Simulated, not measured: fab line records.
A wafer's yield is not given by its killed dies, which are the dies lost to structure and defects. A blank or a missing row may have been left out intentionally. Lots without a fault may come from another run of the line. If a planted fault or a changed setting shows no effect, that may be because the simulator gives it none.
Chamber matching    flow n5 finfet    N5_GATE_CUT_HM_DEP_46 on pecvd-02 has 3 sister chambers
The step deposits SiO2 from TEOS/O2, target thk 130 nm, time 26.6 s. 6 wafers are shown with their chamber, then 8 later ones without.

## WAFERS WITH THEIR CHAMBER
wafer   chamber  throttle valve pct (%)  heater power w (W)
L087.1  1        18.3                    627
L087.3  2        17.6                    513
L089.1  0        19.3                    494
L089.2  2        17.5                    479
L089.3  1        18.8                    632
L091.2  0        19.6                    491

## WAFERS WHOSE CHAMBER IS MISSING
wafer   throttle valve pct (%)  heater power w (W)
L091.4  18.7                    568
L091.6  19.5                    460
L092.4  17.5                    511
L092.5  19.9                    496
L092.6  18.9                    587
L096.1  18.6                    701
L096.3  17.5                    388
L096.5  19.8                    403

## WHICH CHAMBER EACH WENT THROUGH
wafer   from the rows above      in truth
L091.4  can't be placed: 1 or 0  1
L091.6  0                        0
L092.4  2                        2
L092.5  0                        0
L092.6  1                        1
L096.1  1                        1
L096.3  2                        2
L096.5  0                        0
Placed correctly: 7 of 8. From these rows, 1 cannot be placed; in 1 the true chamber is one of the candidates. Placed wrongly: 0.
How it was worked out, from the rows above alone: a wafer's distance from a chamber is the root of the sum, over the readings, of the square of ((its reading less the chamber's mean) divided by the reading's scatter). The wafer belongs to the nearest chamber; if the next one is less than 2 further off, it can't be placed. The mean given for a chamber averages the wafers shown for that chamber. The scatter is the square root of a quotient: the sum, over the shown wafers, of each reading's squared deviation from its chamber's mean, divided by wafers minus chambers.
